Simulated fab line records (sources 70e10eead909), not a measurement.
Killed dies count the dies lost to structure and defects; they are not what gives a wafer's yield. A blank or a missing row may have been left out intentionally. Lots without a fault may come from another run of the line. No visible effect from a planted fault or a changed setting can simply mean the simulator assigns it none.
The tool behind it: which one? -- flow nand_harc -- Sampling: 24 lots, 72 wafers, 5 of 1302 route steps

WHAT EACH GAUGE READ, for each wafer
NHARC_P_GATE_CD_MEAS_59 targets a cd of 720 nm. Usual: 719.8 nm for cd_nm, sd 2.
lot,measured,on,cd_nm (nm),flag
L074,day 5 19:38,cd_sem-01,719.9 716.8 719.4,
L075,day 5 22:46,cd_sem-02,719.5 721.2 721.2,
L076,day 6 10:28,cd_sem-03,717.6 721.1 718.9,
L077,day 6 23:49,cd_sem-02,721.3 720.0 720.8,
L078,day 7 02:30,cd_sem-01,717.6 722.0 716.9,
L079,day 7 17:46,cd_sem-03,718.3 718.1 715.1,
L080,day 8 05:10,cd_sem-01,722.6 722.0 720.5,
L081,day 8 07:44,cd_sem-02,720.6 722.9 720.1,
L082,day 9 00:40,cd_sem-02,717.3 720.6 720.9,
L083,day 9 05:03,cd_sem-01,720.9 720.2 719.7,
L084,day 10 01:14,cd_sem-03,717.4 719.3 719.4,
L085,day 10 05:50,cd_sem-03,717.4 716.9 721.6,
L086,day 10 11:53,cd_sem-02,722.8 722.9 721.8,
L087,day 11 17:32,cd_sem-02,717.7 717.2 722.3,
L089,day 11 18:04,cd_sem-03,718.1 719.7 718.5,
L088,day 11 19:14,cd_sem-03,718.8 724.0 722.3,
L090,day 12 11:54,cd_sem-01,719.1 717.1 723.1,
L091,day 12 17:19,cd_sem-03,721.6 720.2 717.4,
L092,day 13 10:28,cd_sem-03,717.5 720.2 721.1,
L093,day 13 21:43,cd_sem-03,720.9 719.5 721.9,
L094,day 14 04:20,cd_sem-01,719.2 721.0 721.3,
L095,day 14 13:46,cd_sem-01,720.3 715.5 720.8,
L096,day 14 20:03,cd_sem-01,719.4 715.2 719.8,
L097,day 15 07:25,cd_sem-03,724.0 723.7 720.3,

NHARC_P_M0_THK_MEAS_24: measures by xrf. Usual: 117.2 nm for thk_nm, sd 1.3.
lot,measured,on,thk_nm (nm),flag
L074,day 6 08:44,film_metro-01,117.1 116.0 116.1,
L075,day 6 11:55,film_metro-02,116.1 119.0 116.9,
L076,day 6 23:26,film_metro-01,117.3 115.9 116.6,
L077,day 7 13:05,film_metro-01,116.0 115.2 116.4,
L078,day 7 15:33,film_metro-01,117.4 116.1 115.7,
L079,day 8 06:53,film_metro-01,118.6 118.4 116.3,
L080,day 8 18:48,film_metro-02,115.3 114.6 118.1,
L081,day 8 21:07,film_metro-02,118.2 118.4 115.0,
L082,day 9 14:53,film_metro-02,117.3 116.5 115.9,
L083,day 9 18:07,film_metro-01,114.4 117.9 116.1,
L084,day 10 14:10,film_metro-02,118.1 117.9 118.7,
L085,day 10 18:58,film_metro-01,116.8 116.6 117.3,
L086,day 11 00:50,film_metro-01,117.8 112.4 118.4,
L087,day 12 07:23,film_metro-02,116.3 116.4 117.9,
L089,day 12 07:37,film_metro-02,115.2 115.8 117.9,
L088,day 12 08:47,film_metro-02,118.2 117.3 116.5,
L090,day 13 01:13,film_metro-02,118.4 115.3 119.5,
L091,day 13 06:07,film_metro-02,117.1 118.1 116.9,
L092,day 14 00:02,film_metro-02,118.1 119.0 118.8,
L093,day 14 10:29,film_metro-02,117.0 117.4 117.8,
L094,day 14 17:53,film_metro-02,118.1 119.6 116.2,
L095,day 15 05:50,film_metro-01,118.8 118.2 119.1,
L096,day 15 09:01,film_metro-02,117.4 118.2 118.1,
L097,day 15 21:13,film_metro-01,118.7 118.4 116.3,

NHARC_P_M2_OVL_MEAS_10: pitch 340 nm. Usual: overlay_x_nm 0.2 nm, standard deviation 0.71; overlay_y_nm 0.0 nm, standard deviation 0.83.
lot,measured,on,overlay_x_nm (nm),overlay_y_nm (nm),flag
L074,day 6 14:47,overlay-01,0.5 0.0 0.0,-0.6 -0.3 -0.7,
L075,day 6 17:28,overlay-01,1.5 0.0 0.4,-1.4 -1.1 -1.0,
L076,day 7 05:08,overlay-01,0.2 0.6 1.1,0.5 0.6 0.7,
L077,day 7 18:50,overlay-01,1.1 0.8 1.5,0.3 -0.6 -0.4,
L078,day 7 21:20,overlay-02,-0.3 -0.2 -0.3,-0.5 -0.4 -0.4,
L079,day 8 12:42,overlay-02,0.1 0.3 0.7,1.6 1.8 1.4,
L080,day 9 00:26,overlay-01,1.9 1.2 2.0,0.2 -0.2 0.2,
L081,day 9 03:00,overlay-02,-0.3 -0.9 -0.8,0.2 -0.4 -0.1,
L082,day 9 20:40,overlay-02,0.9 0.5 0.3,0.3 -0.5 -0.3,
L083,day 10 00:04,overlay-01,-0.4 0.0 -0.3,0.8 1.1 1.1,
L084,day 10 19:49,overlay-01,0.6 0.5 0.5,-0.7 -0.8 -0.6,
L085,day 11 01:16,overlay-01,0.6 0.6 1.0,0.0 -0.2 0.4,
L086,day 11 06:40,overlay-02,-0.5 -0.5 -0.5,1.8 1.3 1.6,
L087,day 12 13:14,overlay-01,0.3 0.1 0.3,0.9 1.0 0.9,
L089,day 12 13:17,overlay-02,-0.4 -1.1 -0.6,0.4 0.7 0.8,
L088,day 12 14:40,overlay-02,0.3 0.5 0.6,-0.4 -1.1 -0.5,
L090,day 13 06:59,overlay-02,0.9 0.4 0.0,1.4 1.2 1.7,
L091,day 13 11:53,overlay-02,0.1 -0.1 -0.4,0.0 -0.6 -0.1,
L092,day 14 05:50,overlay-01,-0.8 -0.7 -0.5,0.5 0.5 -0.3,
L093,day 14 16:15,overlay-02,-1.0 -0.9 -0.6,-1.5 -0.8 -1.0,
L094,day 14 23:44,overlay-01,1.3 1.3 0.2,-1.1 -0.7 -0.9,
L095,day 15 11:42,overlay-02,-1.2 -0.2 -0.3,-0.4 -0.6 0.1,
L096,day 15 14:55,overlay-02,0.1 0.5 0.1,-0.3 -0.5 0.4,
L097,day 16 02:59,overlay-02,0.8 0.5 0.8,-0.1 0.2 -0.5,

NHARC_P_M2_CD_MEAS_16. Usual: 170.0 nm for cd_nm, sd 0.79.
lot,measured,on,cd_nm (nm),flag
L074,day 6 15:14,cd_sem-01,169.1 169.9 168.7,
L075,day 6 17:52,cd_sem-01,170.4 170.2 170.7,
L076,day 7 05:35,cd_sem-03,170.1 169.6 169.6,
L077,day 7 19:16,cd_sem-01,169.1 169.8 170.8,
L078,day 7 21:46,cd_sem-03,169.8 169.1 170.7,
L079,day 8 13:07,cd_sem-02,170.4 169.1 170.7,
L080,day 9 00:51,cd_sem-01,172.3 170.4 170.5,
L081,day 9 03:24,cd_sem-02,169.2 169.8 169.1,
L082,day 9 21:04,cd_sem-03,169.2 170.1 170.5,
L083,day 10 00:28,cd_sem-01,170.0 168.8 168.8,
L084,day 10 20:13,cd_sem-01,171.2 170.6 169.4,
L085,day 11 01:41,cd_sem-03,169.3 169.7 169.6,
L086,day 11 07:04,cd_sem-01,170.7 170.1 170.8,
L087,day 12 13:43,cd_sem-02,170.5 169.4 169.2,
L089,day 12 13:41,cd_sem-01,170.3 170.0 169.7,
L088,day 12 15:07,cd_sem-02,170.3 170.3 170.7,
L090,day 13 07:23,cd_sem-02,170.3 169.7 170.6,
L091,day 13 12:17,cd_sem-03,170.1 169.7 170.0,
L092,day 14 06:14,cd_sem-03,170.2 170.3 170.2,
L093,day 14 16:41,cd_sem-03,170.9 169.1 167.9,
L094,day 15 00:09,cd_sem-02,169.1 169.9 170.4,
L095,day 15 12:06,cd_sem-03,170.4 170.6 171.2,
L096,day 15 15:19,cd_sem-02,168.9 169.5 170.0,
L097,day 16 03:23,cd_sem-03,169.4 169.4 169.7,

WHAT TOOL EACH LOT RAN ON (gives the tool, then ch and the chambers of the sampled wafers, and finally the start)
lot,NHARC_P_GATE_STRIP_76
L074,"plasma_asher-02 ch 0,1, day 5 20:26"
L075,"plasma_asher-01 ch 0,1, day 5 23:34"
L076,"plasma_asher-01 ch 0,1, day 6 11:16"
L077,"plasma_asher-02 ch 0,1, day 7 00:37"
L078,"plasma_asher-01 ch 0,1, day 7 03:17"
L079,"plasma_asher-02 ch 0,1, day 7 18:34"
L080,"plasma_asher-02 ch 0,1, day 8 06:10"
L081,"plasma_asher-01 ch 0,1, day 8 08:34"
L082,"plasma_asher-02 ch 0,1, day 9 01:28"
L083,"plasma_asher-02 ch 0,1, day 9 05:50"
L084,"plasma_asher-01 ch 0,1, day 10 02:01"
L085,"plasma_asher-02 ch 0,1, day 10 06:39"
L086,"plasma_asher-02 ch 0, day 10 12:41"
L087,"plasma_asher-02 ch 0,1, day 11 18:38"
L089,"plasma_asher-01 ch 0,1, day 11 19:09"
L088,"plasma_asher-02 ch 0,1, day 11 20:02"
L090,"plasma_asher-02 ch 0,1, day 12 12:43"
L091,"plasma_asher-01 ch 0,1, day 12 18:06"
L092,"plasma_asher-02 ch 0,1, day 13 11:17"
L093,"plasma_asher-01 ch 0,1, day 13 22:30"
L094,"plasma_asher-01 ch 0,1, day 14 05:07"
L095,"plasma_asher-02 ch 1, day 14 14:46"
L096,"plasma_asher-02 ch 0,1, day 14 20:52"
L097,"plasma_asher-02 ch 0,1, day 15 08:14"
- NHARC_P_GATE_STRIP_76: strips in O2.

WHAT THE TOOLS THEMSELVES READ (means of the sampled wafers that have a number; where no wafer has one, the mark that the record gives instead)
NHARC_P_GATE_STRIP_76. Usual: drypump_motor_current_A 6.0 A, standard deviation 0.36; heater_power_w 322 W, standard deviation 27; rf_refl_power_W 23 W, standard deviation 9.4.
lot,tool,drypump_motor_current_A (A),heater_power_w (W),rf_refl_power_W (W),flag
L074,plasma_asher-02,5.8,337,30,
L075,plasma_asher-01,5.8,320,14,
L076,plasma_asher-01,5.9,321,14,
L077,plasma_asher-02,6.0,322,25,
L078,plasma_asher-01,6.3,300,18,
L079,plasma_asher-02,6.0,326,25,
L080,plasma_asher-02,5.8,351,30,
L081,plasma_asher-01,6.2,302,18,
L082,plasma_asher-02,6.0,325,25,
L083,plasma_asher-02,6.0,322,24,
L084,plasma_asher-01,5.9,313,14,
L085,plasma_asher-02,6.0,325,25,
L086,plasma_asher-02,5.7,361,36,
L087,plasma_asher-02,5.8,331,30,
L089,plasma_asher-01,6.2,301,18,
L088,plasma_asher-02,5.8,333,30,
L090,plasma_asher-02,6.0,318,24,
L091,plasma_asher-01,5.9,312,15,
L092,plasma_asher-02,5.8,333,30,
L093,plasma_asher-01,5.9,312,15,
L094,plasma_asher-01,6.2,298,17,
L095,plasma_asher-02,6.1,308,18,
L096,plasma_asher-02,5.8,330,30,
L097,plasma_asher-02,6.0,318,24,

THE ANSWER, worked out from the rows above alone
Rule: lot off if the mean of its wafers having a number is beyond 3 standard deviations from the usual mean. Also off: a lot with no number at a reading for which 4 or more lots have one. Any other lot the step has rows for is counted as sound. After the gauges, taken in route order, come the tools' own readings; for these a lot's mean is taken, as printed above. At the first step where some lot is off, the reading lying furthest off is the one used; lots without a number count as furthest.
None of the lots is off at any reading shown; this tells nothing.

WHAT THE SIMULATOR HAD PUT IN
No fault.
